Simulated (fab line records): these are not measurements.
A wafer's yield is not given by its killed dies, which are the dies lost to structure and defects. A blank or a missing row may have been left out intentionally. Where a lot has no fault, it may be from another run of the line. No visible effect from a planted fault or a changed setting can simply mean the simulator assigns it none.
Comparing a struck lot with a sound one + flow n5_finfet + 36 out of 1938 route steps
Sound: wafers L963.1, L963.5, L963.6. The struck wafers were L948.1, L948.2, L948.6. The cause is named last.
Per side, at each step with rows, come the tool, then ch with its chambers, and then its first start. Under that, the readings that differ: sound wafers + struck wafers + difference of the means + sigmas: that difference in standard deviations of wafers without a fault.
alike: readings with means less than 2 such deviations apart, plus words and numbers identical on both sides. not compared: withheld readings, readings lacking a value on some wafer, bounds such as >300 that could conceal the same value, and numbers that have no deviation in the record and whose values overlap.
The two part at a step that has a row with sigmas, a row that says differs or no value, or rows on one side only. Non-overlapping numbers with no deviation appear without sigmas and do not part them. Lack of a reading on every wafer of one side parts them only where that side has two or more wafers.

first, 9 steps without rows for these wafers: N5_BEOL_M4_ANNEAL_95 (time 240 s); N5_BEOL_M4_SPUTTER_96 (material Cu, target thk 4.5 nm, time 8.29 s); N5_BEOL_M4_ECD_50 (material Cu, target thk 300 nm); N5_BEOL_M4_ANNEAL_51 (time 90 s); N5_BEOL_M4_CMP_52 (polishes, stops on SiOC, t overpolish 6.8 s, target thk 40 nm); N5_BEOL_M4_PRE_CLEAN_60 (time 15 s); N5_BEOL_M4_CO_CAP_55 (material Co, precursor CCTBA/H2, target thk 2 nm, time 102.1 s); N5_BEOL_M4_PRE_CLEAN_56 (time 15 s); N5_BEOL_M4_DEP_57 (deposits SiCN from 3MS/NH3, target thk 8 nm, time 14 s).
N5_BEOL_M4_RC_MEAS_101:
  sound on prober-02 ch 0, day 13 06:40; struck on prober-02 ch 0, day 9 07:58
| reading        | sound          | struck         | difference | sigmas |
|----------------|----------------|----------------|------------|--------|
| IOFF_P (nA/um) | 0.26 0.29 0.23 | 0.20 0.15 0.16 | -0.09      | -2     |
| ION_P (uA/um)  | 469 482 469    | 462 444 442    | -24        | -3     |
| VT_P (mV)      | -242 -242 -245 | -253 -260 -258 | -14        | -4     |
  alike: DIBL_N, DIBL_P, IOFF_N, ION_N, SS_N, SS_P, VT_N
then, 24 steps without rows for these wafers: N5_BEOL_M5_ILD_DEP_00 (deposits SiCOH lowk from DEMS/porogen, target thk 140.64 nm, time 25.9 s); N5_BEOL_M5_CURE_79 (cures SiCOH lowk, time 240 s); N5_BEOL_M5_PECVD_70 (deposits SiO2 from TEOS/O2, target thk 16 nm, time 18 s); N5_BEOL_M5_HM_DEP_02 (deposits TiN, target thk 20 nm); N5_BEOL_M5_COAT_59 (time 60 s, resist thk 60 nm); N5_BEOL_M5_COAT_60 (time 60 s, resist thk 12 nm); N5_BEOL_M5_COAT_71 (time 60 s, resist thk 5 nm); N5_BEOL_M5_COAT_05 (resist thk 30 nm); N5_BEOL_M5_EBR_07; N5_BEOL_M5_SOFTBAKE_06 (time 60 s); N5_BEOL_M5_EXPOSE_08 (exposes mask M5, target cd 28 nm); N5_BEOL_M5_PEB_09 (peb time 60 s); N5_BEOL_M5_DEVELOP_10 (develop time 30 s); N5_BEOL_M5_DESCUM_16 (chemistry O2, time 7 s); N5_BEOL_M5_ETCH_72 (etches underlayer in N2/H2, target depth 6.5 nm, time 5.2 s); N5_BEOL_M5_ETCH_61 (etches SiARC in CF4, target depth 15.6 nm, time 26 s); N5_BEOL_M5_ETCH_62 (etches SOC in N2/H2, target depth 75 nm, overetch 15 nm, time 112.5 s); N5_BEOL_M5_STRIP_63 (strips in N2/H2); N5_BEOL_M5_STRIP_73 (strips in N2/H2); N5_BEOL_M5_STRIP_64 (strips in CF4); N5_BEOL_M5_HM_OPEN_17 (chemistry Cl2/BCl3, target TiN, target depth 20 nm, overetch 6 nm); N5_BEOL_M5_STRIP_19 (strips in O2); N5_BEOL_M5_COAT_65 (time 60 s, resist thk 60 nm); N5_BEOL_M5_COAT_66 (time 60 s, resist thk 12 nm).
-- record jumps: 2 days separate the struck wafers' starts on either side; left off in module BEOL_M5, taken up again in module BEOL_M10, whose first shown step is the route's number 1473 --
N5_BEOL_M10_PECVD_70: deposits SiO2 from TEOS/O2, target thk 20 nm, time 22.7 s.
  sound on pecvd-03 ch 0,1, day 15 13:47; struck on pecvd-02 ch 0,1, day 11 13:18
  no value came back on the struck wafers for any of 6 readings (chamber_pressure_Torr (Torr), heater_power_outer_w (W) and others); on the sound wafers chamber_pressure_Torr (Torr) reads 5.505 5.503 5.502
-- record jumps: 3 days separate the struck wafers' starts on either side; left off in module BEOL_M10, taken up again in module PASSIVATION, whose first shown step is the route's number 1936 --
N5_PASSIVATION_PROBE_49:
  sound: prober-01 at day 18 02:43; struck: prober-01 at day 14 03:52
| reading                  | sound          | struck         | difference | sigmas |
|--------------------------|----------------|----------------|------------|--------|
| defect_limited_yield (%) | 91.4 90.3 91.9 | 66.7 63.1 64.5 | -26.4      | -18    |
| killed_at_M4_up          | 17 12 11       | 315 345 361    | +327       | +59    |
| killed_dies              | 101 114 95     | 393 435 419    | +312       | +17    |
| killed_on_rim            | 17 16 9        | 19 110 8       | +32        | +8     |
| sort_bin_5_function (%)  | 3.6 5.3 5.4    | 30.0 32.8 32.7 | +27.1      | +27    |
| sort_n_pass              | 1079 1066 1085 | 787 745 761    | -312       | -17    |
| sort_yield_pct (%)       | 91.4 90.3 91.9 | 66.7 63.1 64.5 | -26.4      | -18    |
  alike: killed_at_M0_to_M3, killed_at_contacts, killed_at_front_end, killed_at_other, killed_open, killed_short, sort_bin_6_memory

WHERE THEY PART
Last at N5_PASSIVATION_PROBE_49 as far as this record goes, first at N5_BEOL_M4_RC_MEAS_101.

WHY: what had been put in by the simulator
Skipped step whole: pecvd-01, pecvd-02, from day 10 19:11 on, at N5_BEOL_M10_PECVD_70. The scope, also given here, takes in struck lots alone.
